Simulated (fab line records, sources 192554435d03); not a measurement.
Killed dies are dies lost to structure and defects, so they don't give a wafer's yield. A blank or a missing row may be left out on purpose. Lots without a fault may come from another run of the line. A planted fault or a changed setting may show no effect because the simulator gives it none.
Chamber matching | flow n5_finfet | N5_HKMG_FIN_ALD_75 on ald_hk-01: 4 sister chambers
The step deposits Al2O3, target thk 1 nm, co reactant pulse time 1 s. 14 wafers are shown with their chamber, then 7 later ones without.

WAFERS WITH THEIR CHAMBER
wafer  | chamber | heater_power_w (W) | precursor_pulse_height_rel
L074.1 | 2       | 143                | 0.970
L074.2 | 0       | 144                | 0.990
L074.3 | 1       | 163                | 1.003
L079.3 | 0       | 147                | 0.968
L079.4 | 1       | 170                | 1.041
L079.5 | 0       | 144                | 0.989
L083.2 | 2       | 141                | 1.011
L083.3 | 1       | 164                | 1.003
L083.4 | 3       | 167                | 1.032
L085.4 | 1       | 164                | 1.006
L085.5 | 0       | 143                | 1.009
L085.6 | 1       | 169                | 0.989
L087.3 | 1       | 168                | 0.973
L087.5 | 0       | 147                | 0.975

SIGNATURES (means of the wafers above)
reading                    | chamber 0 | chamber 1 | chamber 2 | chamber 3 | scatter within a chamber
heater_power_w             | 145.00    | 166.33    | 142.00    | 167.00    | 2.48
precursor_pulse_height_rel | 0.98620   | 1.00250   | 0.99050   | 1.03200   | 0.0209
Rule: a wafer's distance from a chamber is the root of the sum, over the readings, of the square of ((its reading less the chamber's mean) divided by the reading's scatter). The wafer belongs to the nearest chamber; if the next one is less than 2 further off, it can't be placed. The scatter: the root of (the sum of the squares of (reading less its chamber's mean) over the shown wafers, divided by (wafers less chambers)).

WAFERS WITHOUT THEIR CHAMBER
wafer  | heater_power_w (W) | precursor_pulse_height_rel
L087.6 | 167                | 0.950
L093.2 | 167                | 1.032
L093.3 | 170                | 0.960
L093.4 | 143                | 0.971
L095.2 | 170                | 0.974
L095.5 | 168                | 0.992
L095.6 | 140                | 1.049

WHICH CHAMBER EACH WENT THROUGH
wafer  | from the rows above     | in truth
L087.6 | can't be placed: 1 or 3 | 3
L093.2 | can't be placed: 3 or 1 | 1
L093.3 | can't be placed: 1 or 3 | 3
L093.4 | can't be placed: 2 or 0 | 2
L095.2 | can't be placed: 1 or 3 | 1
L095.5 | can't be placed: 1 or 3 | 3
L095.6 | can't be placed: 2 or 0 | 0
Placed correctly: 0 of 7. Can't be placed from these rows: 7 (the true chamber is among the candidates in 7). Placed wrongly: 0.
